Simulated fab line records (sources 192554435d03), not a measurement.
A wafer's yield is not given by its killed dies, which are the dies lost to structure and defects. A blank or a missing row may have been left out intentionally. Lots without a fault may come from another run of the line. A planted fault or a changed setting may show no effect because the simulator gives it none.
fab line records	flow n5Finfet	part 1 of 2: steps 1 to 25 of 26
[record] lots = 6	wafers = 18	lastDay = 19
route steps=1938 shown BEOL_M9@1416 PASSIVATION@1936
lots that met no fault: from a run of the same line without faults
startH: hours from the record's opening day to when the first of the lot's shown wafers began	waitH: hours from the lot's prior step to this one	" unchanged from the row above	L1.1+2: a single row standing in for several wafers	- no value, or no start was given	* or withheld: withheld	< > ~ a bound
route shown NAME@n: NAME is a module with steps in the file, n the number in the route of the first one	usual: mean/standard deviation taken from wafers without a fault	same: alike in all rows	chamber/n: place in a boat	sites: readings site by site	_std_site: how widely they spread, as a standard deviation	_edge_site: the outer-site mean with the inner-site mean subtracted	radiusMm: how far each site lies from the wafer's centre	mask NAME#n: copy n	behind: tool/chamber where the wafer was last shaped	hold: what put the lot on hold/how long, in hours/how the hold closed	device: which transistor (n, p or np) failed to switch	end of line: at the end of the route, the tests of the same wafers	a step with no rows: only its recipe	killed: count of dies lost to structure and defects at first sort (not the wafer's yield)	map: dies across one wafer; x = killed, . = not, _ = none there
set.NAME: the setting the step ran with; set.NAME@STEP: the setting that earlier step ran with	model.NAME: the simulator's own value behind a step, which no gauge read
lots at selected steps of the route; one table per step, one row per wafer
services: the hour from which a tool's chamber was out of use, counted from the record's first day as startH (under 0 if before that day), plus the number of hours and why
[[steps]]
[step N5_BEOL_M9_INSPECT_13]
[recipe] mode = adi	inspectInstrument = brightfield
[usual] rawDefectCount = 388/81
lot.wafer	tool	chamber	startH	waitH	rawDefectCount
L283.1	defectInspect-01	-	292.54	0.0	380
L283.3	"	-	"	"	445
L283.4	"	-	"	"	389
L286.2	defectInspect-01	-	343.62	0.0	555
L286.3	"	-	"	"	418
L286.5	"	-	"	"	407
L296.2	defectInspect-01	-	364.82	0.0	256
L296.3	"	-	"	"	347
L296.5	"	-	"	"	345
L299.3	defectInspect-01	-	364.99	0.0	447
L299.5	"	-	"	"	304
L299.6	"	-	"	"	289
L295.1	defectInspect-02	-	365.15	0.0	407
L295.4	"	-	"	"	428
L295.6	"	-	"	"	271
L301.1	defectInspect-01	-	404.60	0.0	446
L301.3	"	-	"	"	542
L301.4	"	-	"	"	539
[step N5_BEOL_M9_DESCUM_16]
[recipe] chemistry = O2	timeS = 7.9	sourcePowerW = 50	biasPowerW = 20	pressureMtorr = 20	rfFrequencyHz = 2.712e+07	tempC = 40	resist = CAR-ArF	o2FlowSccm = 225
[usual] drypumpMotorCurrentA = 5.7/0.33	oesProductAu = 0.78/0.095	rfVppV = 242.7/1.5	showerheadPlenumPTorr = 2.06/0.09	throttleValvePct = 20.42/0.26
[same] timeS = 7.9
lot.wafer	tool	chamber	startH	waitH	drypumpMotorCurrentA	oesProductAu	rfHoursCounterH	rfVppV	showerheadPlenumPTorr	throttleValvePct
L283.1	rieDiel-06	3	292.65	0.1	5.7	0.67	247	243.2	2.04	20.87
L283.3	"	0	"	"	5.9	0.69	218	241.2	1.98	20.65
L283.4	"	1	"	"	5.6	0.87	41	240.9	2.04	20.48
L286.2	rieDiel-02	1	343.65	0.0	5.8	0.86	47	243.0	2.13	20.31
L286.3	"	2	"	"	6.1	0.73	190	244.2	2.16	20.10
L286.5	"	2	"	"	6.1	0.73	-	244.0	2.16	20.10
L296.2	rieDiel-06	0	364.96	0.1	5.9	0.69	243	240.0	1.97	20.68
L296.3	"	2	"	"	6.1	0.90	16	245.2	2.22	19.98
L296.5	"	3	"	"	5.7	0.97	-	241.9	2.04	20.45
L299.3	rieDiel-02	1	365.03	0.0	5.8	0.84	52	243.8	2.13	20.33
L299.5	"	2	"	"	6.1	0.72	-	244.2	2.16	20.10
L299.6	"	3	"	"	5.1	0.76	-	241.3	1.91	20.40
L295.1	rieDiel-05	3	365.37	0.2	5.7	0.88	36	244.2	2.13	20.55
L295.4	"	2	"	"	5.2	0.71	197	241.2	1.99	21.03
L295.6	"	2	"	"	5.2	0.72	-	240.5	1.99	21.04
L301.1	rieDiel-05	2	404.64	0.0	5.2	0.70	210	241.1	1.99	21.04
L301.3	"	1	"	"	5.4	0.68	213	242.2	2.07	20.42
L301.4	"	3	"	"	5.7	0.87	49	244.8	2.13	20.56
[step N5_BEOL_M9_ETCH_61]
[recipe] chemistry = CF4	target = SiARC	targetDepthA = 390	maskMaterial = CAR-ArF	timeS = 65	ionEnergyEv = 80	pressureMtorr = 40	sourceW = 545	biasW = 36	Ar_flow_sccm = 100	cf4FlowSccm = 100	ends = cleared
[usual] drypumpMotorCurrentA = 5.7/0.33	etchRfOnTimeS = 64.7/0.92	oesProductAu = 0.67/0.082	rfVppV = 183.9/1.3	showerheadPlenumPTorr = 2.12/0.087	throttleValvePct = 15.65/0.25
lot.wafer	tool	chamber	startH	waitH	drypumpMotorCurrentA	etchRfOnTimeS	oesProductAu	rfHoursCounterH	rfVppV	showerheadPlenumPTorr	throttleValvePct
L283.1	rieDiel-06	3	292.68	0.0	5.7	66.0	0.57	247	185.2	2.11	16.17
L283.3	"	0	"	"	5.9	66.0	0.60	218	182.9	2.04	15.87
L283.4	"	1	"	"	5.6	64.6	0.74	41	184.3	2.09	15.62
L286.2	rieDiel-02	1	343.69	0.0	5.8	63.6	0.75	47	185.2	2.18	15.47
L286.3	"	2	"	"	6.1	64.7	0.62	190	185.2	2.21	15.40
L286.5	"	2	"	"	6.1	65.9	0.61	-	185.4	2.22	15.41
L296.2	rieDiel-06	0	365.00	0.0	5.9	66.1	0.59	243	183.1	2.03	15.91
L296.3	"	2	"	"	6.1	64.5	0.78	16	185.2	2.27	15.18
L296.5	"	3	"	"	5.7	64.4	0.82	-	184.1	2.11	15.68
L299.3	rieDiel-02	1	365.06	0.0	5.8	63.6	0.74	52	184.8	2.18	15.49
L299.5	"	2	"	"	6.1	65.1	0.62	-	185.3	2.21	15.42
L299.6	"	3	"	"	5.1	63.7	0.65	-	183.1	1.97	15.67
L295.1	rieDiel-05	3	365.41	0.0	5.7	63.3	0.77	36	185.9	2.18	15.66
L295.4	"	2	"	"	5.2	65.0	0.61	197	184.1	2.04	16.16
L295.6	"	2	"	"	5.2	64.6	0.61	-	183.5	2.04	16.18
L301.1	rieDiel-05	2	404.67	0.0	5.2	65.6	0.60	210	182.6	2.04	16.18
L301.3	"	1	"	"	5.4	64.3	0.59	213	184.8	2.12	15.70
L301.4	"	3	"	"	5.7	65.4	0.73	49	184.2	2.18	15.68
[step N5_BEOL_M9_ETCH_62]
[recipe] chemistry = N2/H2	target = SOC	targetDepthA = 1100	overetchA = 220	maskMaterial = SiARC	tempC = 40	timeS = 165	ionEnergyEv = 200	pressureMtorr = 30	sourceW = 840	biasW = 150	n2FlowSccm = 200	h2FlowSccm = 200
[step N5_BEOL_M9_STRIP_68]
[recipe] chemistry = N2/H2	tempC = 40	n2FlowSccm = 200	h2FlowSccm = 200	rfFrequencyHz = 6e+07
[step N5_BEOL_M9_STRIP_67]
[recipe] chemistry = CF4	resist = SiARC	powerW = 300	biasPowerW = 75	pressureMtorr = 50	cf4FlowSccm = 150	rfFrequencyHz = 6e+07
[usual] drypumpMotorCurrentA = 5.7/0.33	oesProductAu = 0.79/0.092	rfVppV = 270.7/1.7	showerheadPlenumPTorr = 1.77/0.072	throttleValvePct = 13.63/0.26
lot.wafer	tool	chamber	startH	waitH	drypumpMotorCurrentA	oesProductAu	rfHoursCounterH	rfVppV	showerheadPlenumPTorr	throttleValvePct
L283.1	rieDiel-06	3	292.88	0.0	5.7	0.67	247	269.7	1.77	14.15
L283.3	"	0	"	"	5.9	0.71	218	270.3	1.71	13.86
L283.4	"	1	"	"	5.6	0.87	41	270.1	1.76	13.56
L286.2	rieDiel-02	1	343.88	0.0	5.8	0.86	47	272.8	1.83	13.42
L286.3	"	2	"	"	6.1	0.73	190	273.8	1.85	13.43
L286.5	"	2	"	"	6.1	0.73	-	269.8	1.85	13.42
L296.2	rieDiel-06	0	365.19	0.0	5.9	0.69	243	270.0	1.70	13.93
L296.3	"	2	"	"	6.0	0.91	17	272.5	1.90	13.14
L296.5	"	3	"	"	5.7	0.97	-	270.1	1.76	13.59
L299.3	rieDiel-02	1	365.26	0.0	5.8	0.86	52	271.5	1.83	13.42
L299.5	"	2	"	"	6.1	0.72	-	272.8	1.85	13.43
L299.6	"	3	"	"	5.1	0.76	-	269.3	1.66	13.68
L295.1	rieDiel-05	3	365.60	0.0	5.7	0.89	36	271.5	1.82	13.60
L295.4	"	2	"	"	5.2	0.72	197	268.7	1.72	14.12
L295.6	"	2	"	"	5.2	0.73	-	269.4	1.72	14.12
L301.1	rieDiel-05	2	404.87	0.0	5.2	0.71	210	269.6	1.71	14.12
L301.3	"	1	"	"	5.4	0.70	213	271.3	1.79	13.71
L301.4	"	3	"	"	5.7	0.87	49	270.3	1.82	13.60
[step N5_BEOL_M9_HM_OPEN_17]
[recipe] chemistry = Cl2/BCl3	targetDepthA = 200	overetchA = 60	target = TiN	maskMaterial = SOC	ionEnergyEv = 150	pressureMtorr = 10	icpW = 1000	biasW = 126	Cl2_flow_sccm = 53.25	bcl3FlowSccm = 21.75	Ar_flow_sccm = 25
[step N5_BEOL_M9_STRIP_19]
[recipe] chemistry = O2	powerW = 400	tempC = 40	pressureMtorr = 30	rfFrequencyHz = 6e+07	biasPowerW = 0	overashFraction = 0.2	o2FlowSccm = 225
[step N5_BEOL_M9_CD_MEAS_18]
[recipe] pitchNm = 140	targetCdNm = 70
[usual] cdNm = 70.1/0.48
lot.wafer	tool	chamber	startH	waitH	cdNm
L283.1	cdSem-02	-	293.11	0.0	70.0
L283.3	"	-	"	"	69.7
L283.4	"	-	"	"	70.3
L286.2	cdSem-01	-	344.10	0.1	70.2
L286.3	"	-	"	"	70.4
L286.5	"	-	"	"	70.2
L296.2	cdSem-01	-	365.43	0.1	71.0
L296.3	"	-	"	"	71.4
L296.5	"	-	"	"	70.2
L299.3	cdSem-02	-	365.64	0.1	69.9
L299.5	"	-	"	"	70.2
L299.6	"	-	"	"	70.5
L295.1	cdSem-01	-	365.99	0.0	70.1
L295.4	"	-	"	"	70.2
L295.6	"	-	"	"	69.9
L301.1	cdSem-01	-	405.09	0.0	69.8
L301.3	"	-	"	"	70.1
L301.4	"	-	"	"	69.9
[step N5_BEOL_M9_COAT_63]
[recipe] resist = SOC	tempC = 250	timeS = 60	spinRpm = 1500	resistThkNm = 60
[step N5_BEOL_M9_COAT_64]
[recipe] resist = SiARC	tempC = 220	timeS = 60	spinRpm = 1500	resistThkNm = 12
[step N5_BEOL_M9_COAT_75]
[recipe] resist = underlayer	tempC = 205	timeS = 60	spinRpm = 1500	resistThkNm = 5
[step N5_BEOL_M9_COAT_22]
[recipe] resist = CAR-EUV	spinRpm = 1500	resistThkNm = 30
[usual] spinSpeedRpm = 1500.1/0.86
lot.wafer	tool	chamber	startH	waitH	spinSpeedRpm	model.CAR-EUV_of_BEOL_M9_COAT_22.thkNm
L283.1	lithoTrack-04	0	295.23	-	1499.1	30
L283.3	"	0	"	"	1499.4	30
L283.4	"	0	"	"	1499.3	30
L286.2	lithoTrack-03	0	345.69	-	1501.0	30
L286.3	"	0	"	"	1501.2	30
L286.5	"	0	"	"	1500.3	30
L296.2	lithoTrack-04	0	365.50	-	1581.3	29.4
L296.3	"	0	"	"	1582.6	29.2
L296.5	"	0	"	"	1583.4	29.4
L299.3	lithoTrack-03	0	366.60	-	1500.0	30
L299.5	"	0	"	"	1498.7	30
L299.6	"	0	"	"	1499.7	30
L295.1	lithoTrack-04	0	366.64	-	1583.0	29.2
L295.4	"	0	"	"	1583.4	29.4
L295.6	"	0	"	"	1583.7	29.4
L301.1	lithoTrack-01	0	405.36	-	1500.5	30
L301.3	"	0	"	"	1500.4	30.2
L301.4	"	0	"	"	1500.4	30
[step N5_BEOL_M9_EBR_24]
[recipe] solvent = PGMEA	ebrWidthMm = 1.5
[step N5_BEOL_M9_SOFTBAKE_23]
[recipe] tempC = 110	timeS = 60	resist = CAR-EUV
[step N5_BEOL_M9_EXPOSE_25]
[recipe] maskId = V8	na = 0.33	sourceShape = annular	sigmaInner = 0.4	sigmaOuter = 0.8	polarization = unpolarized	doseMj = 37.25
[step N5_BEOL_M9_PEB_26]
[recipe] pebTempC = 100	pebTimeS = 60	resist = CAR-EUV
[step N5_BEOL_M9_DEVELOP_27]
[recipe] developTimeS = 30	developer = TMAH	resist = CAR-EUV	rinseLiquid = surfactantRinse	dry = airSpin	devTempC = 23
[step N5_BEOL_M9_CD_MEAS_28]
[recipe] targetCdNm = 70	landingEnergyEv = 500	detector = seInlens	polarity = opening
[usual] cdNm = 69.95/0.27
lot.wafer	tool	chamber	startH	waitH	cdNm
L283.1	cdSem-03	0	295.70	-	70.25
L283.3	"	0	"	"	69.89
L283.4	"	0	"	"	69.80
L286.2	cdSem-03	0	346.08	-	70.14
L286.3	"	0	"	"	69.92
L286.5	"	0	"	"	69.75
L296.2	cdSem-02	0	365.97	-	69.84
L296.3	"	0	"	"	70.32
L296.5	"	0	"	"	70.05
L299.3	cdSem-02	0	366.98	-	69.41
L299.5	"	0	"	"	70.08
L299.6	"	0	"	"	70.25
L295.1	cdSem-03	0	367.15	-	69.75
L295.4	"	0	"	"	70.05
L295.6	"	0	"	"	70.25
L301.1	cdSem-03	0	405.76	-	70.45
L301.3	"	0	"	"	70.43
L301.4	"	0	"	"	70.04
[step N5_BEOL_M9_OVL_MEAS_29]
[recipe] pointsPerWafer = 522
[usual] V8_OVL = -0.2/0.75
lot.wafer	tool	chamber	startH	waitH	V8_OVL[nm]
L283.1	overlay-02	0	295.73	0.0	0.5
L283.3	"	0	"	"	-0.4
L283.4	"	0	"	"	0.8
L286.2	overlay-02	0	346.11	0.0	-0.2
L286.3	"	0	"	"	-0.2
L286.5	"	0	"	"	0.4
L296.2	overlay-02	0	366.00	0.0	-0.9
L296.3	"	0	"	"	0.1
L296.5	"	0	"	"	-0.2
L299.3	overlay-02	0	367.02	0.0	-0.9
L299.5	"	0	"	"	-0.5
L299.6	"	0	"	"	0.0
L295.1	overlay-01	0	367.18	0.0	-0.1
L295.4	"	0	"	"	-0.3
L295.6	"	0	"	"	0.5
L301.1	overlay-02	0	405.79	0.0	0.1
L301.3	"	0	"	"	0.1
L301.4	"	0	"	"	-0.1
[step N5_BEOL_M9_INSPECT_30]
[recipe] mode = adi	inspectInstrument = brightfield
[usual] rawDefectCount = 374/79
lot.wafer	tool	chamber	startH	waitH	rawDefectCount
L283.1	defectInspect-02	-	295.79	0.1	319
L283.3	"	-	"	"	398
L283.4	"	-	"	"	336
L286.2	defectInspect-02	-	346.17	0.0	484
L286.3	"	-	"	"	351
L286.5	"	-	"	"	347
L296.2	defectInspect-02	-	366.05	0.0	221
L296.3	"	-	"	"	299
L296.5	"	-	"	"	289
L299.3	defectInspect-02	-	367.07	0.0	358
L299.5	"	-	"	"	267
L299.6	"	-	"	"	256
L295.1	defectInspect-02	-	367.24	0.1	420
L295.4	"	-	"	"	427
L295.6	"	-	"	"	302
L301.1	defectInspect-01	-	405.85	0.1	436
L301.3	"	-	"	"	524
L301.4	"	-	"	"	532
[step N5_BEOL_M9_DESCUM_33]
[recipe] chemistry = O2	timeS = 7	sourcePowerW = 50	biasPowerW = 20	pressureMtorr = 20	rfFrequencyHz = 2.712e+07	tempC = 40	resist = CAR-EUV	o2FlowSccm = 225
[usual] drypumpMotorCurrentA = 5.6/0.36	oesProductAu = 0.79/0.094	rfVppV = 242.9/1.6	showerheadPlenumPTorr = 2.07/0.092	throttleValvePct = 20.38/0.23
[same] timeS = 7
lot.wafer	tool	chamber	startH	waitH	drypumpMotorCurrentA	oesProductAu	rfHoursCounterH	rfVppV	showerheadPlenumPTorr	throttleValvePct
L283.1	rieDiel-02	2	296.30	0.5	6.1	0.75	177	244.9	2.17	20.08
L283.3	"	3	"	"	5.2	0.78	138	240.9	1.92	20.38
L283.4	"	1	"	"	5.8	0.88	37	243.9	2.13	20.29
L286.2	rieDiel-06	2	346.55	0.4	6.0	0.92	11	245.5	2.22	19.95
L286.3	"	1	"	"	5.6	0.85	60	242.8	2.03	20.53
L286.5	"	3	"	"	5.7	1.01	-	242.2	2.04	20.46
L296.2	rieDiel-06	3	366.31	0.3	5.7	0.97	7	242.4	2.04	20.47
L296.3	"	1	"	"	5.6	0.84	66	241.8	2.03	20.50
L296.5	"	0	"	"	5.9	0.69	-	241.8	1.97	20.68
L299.3	rieDiel-02	1	367.10	0.0	5.8	0.87	53	244.3	2.13	20.33
L299.5	"	1	"	"	5.8	0.86	-	245.4	2.13	20.32
L299.6	"	0	"	"	5.1	0.71	-	245.1	2.15	20.24
L295.1	rieDiel-02	2	367.87	0.6	6.1	0.72	196	245.9	2.16	20.12
L295.4	"	1	"	"	5.8	0.85	53	243.1	2.13	20.30
L295.6	"	3	"	"	5.2	0.75	-	242.0	1.91	20.40
L301.1	rieDiel-02	3	405.95	0.1	5.1	0.74	173	239.4	1.91	20.43
L301.3	"	2	"	"	6.1	0.72	209	244.3	2.15	20.14
L301.4	"	3	"	"	5.2	0.75	-	241.1	1.91	20.44
[step N5_BEOL_M9_ETCH_76]
[recipe] chemistry = N2/H2	target = underlayer	targetDepthA = 65	maskMaterial = CAR-EUV	timeS = 5.2	ionEnergyEv = 200	pressureMtorr = 30	sourceW = 840	biasW = 150	n2FlowSccm = 200	h2FlowSccm = 200	ends = cleared
[step N5_BEOL_M9_ETCH_65]
[recipe] chemistry = CF4	target = SiARC	targetDepthA = 156	maskMaterial = CAR-EUV	timeS = 26	ionEnergyEv = 80	pressureMtorr = 40	sourceW = 545	biasW = 36	Ar_flow_sccm = 100	cf4FlowSccm = 100	ends = cleared
[usual] drypumpMotorCurrentA = 5.6/0.36	etchRfOnTimeS = 25.9/0.38	oesProductAu = 0.67/0.08	rfVppV = 183.7/1.3	showerheadPlenumPTorr = 2.12/0.089	throttleValvePct = 15.61/0.21
lot.wafer	tool	chamber	startH	waitH	drypumpMotorCurrentA	etchRfOnTimeS	oesProductAu	rfHoursCounterH	rfVppV	showerheadPlenumPTorr	throttleValvePct	model.CAR-EUV_of_BEOL_M9_COAT_22.thkNm
L283.1	rieDiel-02	2	296.35	0.0	6.1	25.9	0.63	177	184.0	2.22	15.37	11.2
L283.3	"	3	"	"	5.1	25.7	0.66	138	182.9	1.98	15.62	11
L283.4	"	1	"	"	5.8	25.7	0.75	37	184.1	2.19	15.44	11.2
L286.2	rieDiel-06	2	346.61	0.0	6.1	25.8	0.79	11	185.4	2.27	15.18	11.2
L286.3	"	1	"	"	5.6	25.7	0.73	60	183.2	2.09	15.64	11
L286.5	"	3	"	"	5.7	26.1	0.86	-	183.2	2.11	15.67	11.2
L296.2	rieDiel-06	3	366.36	0.0	5.7	26.0	0.82	7	183.8	2.10	15.67	10.4
L296.3	"	1	"	"	5.6	25.7	0.72	66	184.2	2.09	15.67	10.4
L296.5	"	0	"	"	5.9	26.4	0.59	-	182.3	2.03	15.93	10.4
L299.3	rieDiel-02	1	367.16	0.0	5.8	25.3	0.74	53	184.0	2.18	15.49	11
L299.5	"	1	"	"	5.8	25.6	0.74	-	185.6	2.18	15.48	11.2
L299.6	"	0	"	"	5.1	25.8	0.62	-	184.5	2.21	15.54	11
L295.1	rieDiel-02	2	367.93	0.0	6.1	26.4	0.60	196	184.6	2.21	15.42	10.4
L295.4	"	1	"	"	5.8	26.0	0.73	53	185.5	2.18	15.47	10.4
L295.6	"	3	"	"	5.1	25.9	0.64	-	182.8	1.97	15.68	10.4
L301.1	rieDiel-02	3	406.00	0.0	5.2	25.5	0.64	173	181.6	1.97	15.70	11.2
L301.3	"	2	"	"	6.1	26.1	0.60	209	185.8	2.21	15.44	11.2
L301.4	"	3	"	"	5.1	25.4	0.64	-	180.0	1.97	15.69	11.2
[step N5_BEOL_M9_ETCH_66]
[recipe] chemistry = N2/H2	target = SOC	targetDepthA = 800	overetchA = 160	maskMaterial = SiARC	tempC = 40	timeS = 120	ionEnergyEv = 200	pressureMtorr = 30	sourceW = 840	biasW = 150	n2FlowSccm = 200	h2FlowSccm = 200
[usual] drypumpMotorCurrentA = 5.6/0.36	n2FlowSccm = 200.0/0.7	oesProductAu = 0.60/0.069	rfVppV = 523/3.2	showerheadPlenumPTorr = 2.52/0.11	throttleValvePct = 17.84/0.23
[same] timeS = 120
lot.wafer	tool	chamber	startH	waitH	drypumpMotorCurrentA	n2FlowSccm	oesProductAu	rfHoursCounterH	rfVppV	showerheadPlenumPTorr	throttleValvePct
L283.1	rieDiel-02	2	296.38	0.0	6.1	200.2	0.56	177	528	2.64	17.62
L283.3	"	3	"	"	5.2	198.2	0.59	138	517	2.34	17.76
L283.4	"	1	"	"	5.9	199.6	0.67	37	525	2.59	17.75
L286.2	rieDiel-06	2	346.63	0.0	6.1	199.9	0.71	11	529	2.71	17.46
L286.3	"	1	"	"	5.6	199.0	0.65	60	524	2.47	17.96
L286.5	"	3	"	"	5.7	200.4	0.77	-	523	2.49	17.87
L296.2	rieDiel-06	3	366.38	0.0	5.7	199.8	0.74	7	522	2.49	17.90
L296.3	"	1	"	"	5.6	198.5	0.64	66	521	2.47	17.97
L296.5	"	0	"	"	5.9	200.3	0.53	-	520	2.40	18.21
L299.3	rieDiel-02	1	367.18	0.0	5.9	200.5	0.66	53	525	2.59	17.78
L299.5	"	1	"	"	5.9	200.5	0.65	-	527	2.59	17.79
L299.6	"	0	"	"	5.1	200.1	0.55	-	526	2.62	17.65
L295.1	rieDiel-02	2	367.95	0.0	6.1	200.7	0.56	197	527	2.63	17.66
L295.4	"	1	"	"	5.8	200.1	0.65	53	526	2.59	17.81
L295.6	"	3	"	"	5.2	200.2	0.58	-	518	2.33	17.79
L301.1	rieDiel-02	3	406.03	0.0	5.1	200.1	0.57	173	519	2.33	17.80
L301.3	"	2	"	"	6.1	198.9	0.55	209	529	2.63	17.69
L301.4	"	3	"	"	5.1	199.3	0.57	-	518	2.33	17.80
[[key]]
[firstSign] step = N5_BEOL_M9_COAT_22	reading = spinSpeedRpm	direction = up	sigmas = 97	usual = *	struck = *
effect none on later readings
[modelEffect] step = N5_BEOL_M9_COAT_22	value = CAR-EUV_of_BEOL_M9_COAT_22.thkNm	without = 30.13	struck = 29.33
[modelEffect] step = N5_BEOL_M9_ETCH_65	value = CAR-EUV_of_BEOL_M9_COAT_22.thkNm	without = 11.2	struck = 10.4
metAt N5_BEOL_M9_COAT_22
struckWafers L295.1,L295.4,L295.6,L296.2,L296.3,L296.5
onsetBetween 295.23 365.50
[fault] kind = processParameterDrift	tool = lithoTrack-04	chamber = -	onsetH = 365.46	steps = N5_BEOL_M9_COAT_22	channel = spinRpm	offset = *	shape = step	endH = 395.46	actsIn = *	stated = *
